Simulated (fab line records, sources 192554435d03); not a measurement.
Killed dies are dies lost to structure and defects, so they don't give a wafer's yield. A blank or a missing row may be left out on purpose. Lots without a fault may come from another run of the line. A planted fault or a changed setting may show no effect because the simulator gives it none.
A struck lot beside a sound one | flow n5_finfet | 15 steps out of a route of 1938
Sound: wafers L712.3, L712.4, L712.6. Struck: wafer L722.3. (L722.6 of the same lot was not struck and is left out.) The cause comes at the end.
At each step with rows: each side's tool, then ch and its chambers, then its first start. Under that, the readings that differ: sound wafers | struck wafers | difference of the means | sigmas: that difference in standard deviations of wafers without a fault.
alike: readings whose means differ by less than 2 such deviations, and words and numbers that are the same on both sides. not compared: withheld readings, readings that some wafer has no value for, bounds like >300 that may hide the same value, and numbers for which the record gives no deviation and whose values overlap.
The two part at a step that has a row with sigmas, a row that says differs or no value, or rows on one side only. Numbers that don't overlap but have no deviation are shown without sigmas and don't part them. A reading that every wafer of one side lacks parts them only if that side has two wafers or more.

N5_BEOL_M11_HM_DEP_02: deposits TiN, target thk 20 nm.
  sound on pvd_sputter-01, day 13 20:17; struck on pvd_sputter-01, day 16 08:00
  alike: throttle_valve_pct
then, 8 steps without rows for these wafers: N5_BEOL_M11_COAT_59 (time 60 s, resist thk 100 nm); N5_BEOL_M11_COAT_60 (time 60 s, resist thk 30 nm); N5_BEOL_M11_COAT_05 (resist thk 90 nm); N5_BEOL_M11_EBR_07; N5_BEOL_M11_SOFTBAKE_06 (time 60 s); N5_BEOL_M11_EXPOSE_08 (exposes mask M11); N5_BEOL_M11_PEB_09 (peb time 60 s); N5_BEOL_M11_DEVELOP_10 (develop time 30 s).
N5_BEOL_M11_CD_MEAS_11: target cd 64.1 nm.
  sound on cd_sem-03 ch 0, day 13 20:47; struck on cd_sem-02 ch 0, day 16 08:22
  alike: cd_nm
N5_BEOL_M11_OVL_MEAS_12:
  sound on overlay-01 ch 0, day 13 20:49; struck on overlay-01 ch 0, day 16 08:24
  alike: M11_OVL
N5_BEOL_M11_INSPECT_13: inspects for defects (brightfield).
  sound on defect_inspect-01, day 13 20:50; struck on defect_inspect-01, day 16 08:26
  alike: raw_defect_count
N5_BEOL_M11_DESCUM_16: chemistry O2, time 7.9 s.
  sound on rie_diel-03 ch 0,3, day 13 20:56; struck on rie_diel-06 ch 3, day 16 08:35
  reading                                       | sound          | struck | difference | sigmas
  showerhead_plenum_p_Torr (Torr)               | 2.06 2.06 2.06 | 2.23   | +0.17      | +2
  model.CAR-ArF_of_BEOL_M11_COAT_05.thk_nm (nm) | 83.6 83.6 83.4 | 83.8   | +0.3       |
  alike: drypump_motor_current_A, oes_product_au, rf_vpp_V, throttle_valve_pct
  not compared: rf_hours_counter_h
N5_BEOL_M11_ETCH_61: etches SiARC in CF4, target depth 39 nm, time 65 s.
  sound on rie_diel-03 ch 0,3, day 13 20:59; struck on rie_diel-06 ch 3, day 16 08:38
  reading                                       | sound          | struck | difference | sigmas
  showerhead_plenum_p_Torr (Torr)               | 2.11 2.11 2.10 | 2.27   | +0.16      | +2
  model.CAR-ArF_of_BEOL_M11_COAT_05.thk_nm (nm) | 55.6 55.6 55.4 | 56     | +0         |
  alike: drypump_motor_current_A, etch_rf_on_time_s, oes_product_au, rf_vpp_V, throttle_valve_pct
  not compared: rf_hours_counter_h
N5_BEOL_M11_ETCH_62: etches SOC in N2/H2, target depth 110 nm, overetch 22 nm, time 165 s.
  sound on rie_diel-03 ch 0,3, day 13 21:02; struck on rie_diel-06 ch 3, day 16 08:41
  reading                         | sound             | struck | difference | sigmas
  rf_vpp_V (V)                    | 522.4 521.9 521.7 | 528.9  | +6.9       | +3
  showerhead_plenum_p_Torr (Torr) | 2.50 2.50 2.50    | 2.71   | +0.21      | +2
  alike: drypump_motor_current_A, h2_flow_sccm, oes_product_au, throttle_valve_pct
  not compared: rf_hours_counter_h

WHERE THEY PART
First at N5_BEOL_M11_DESCUM_16; last, within this record, at N5_BEOL_M11_ETCH_62.

WHY: what the simulator had put in
Process parameter drift: rie_diel-06, from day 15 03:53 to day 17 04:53, at N5_BEOL_M11_DESCUM_16. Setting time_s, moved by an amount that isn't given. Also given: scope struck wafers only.
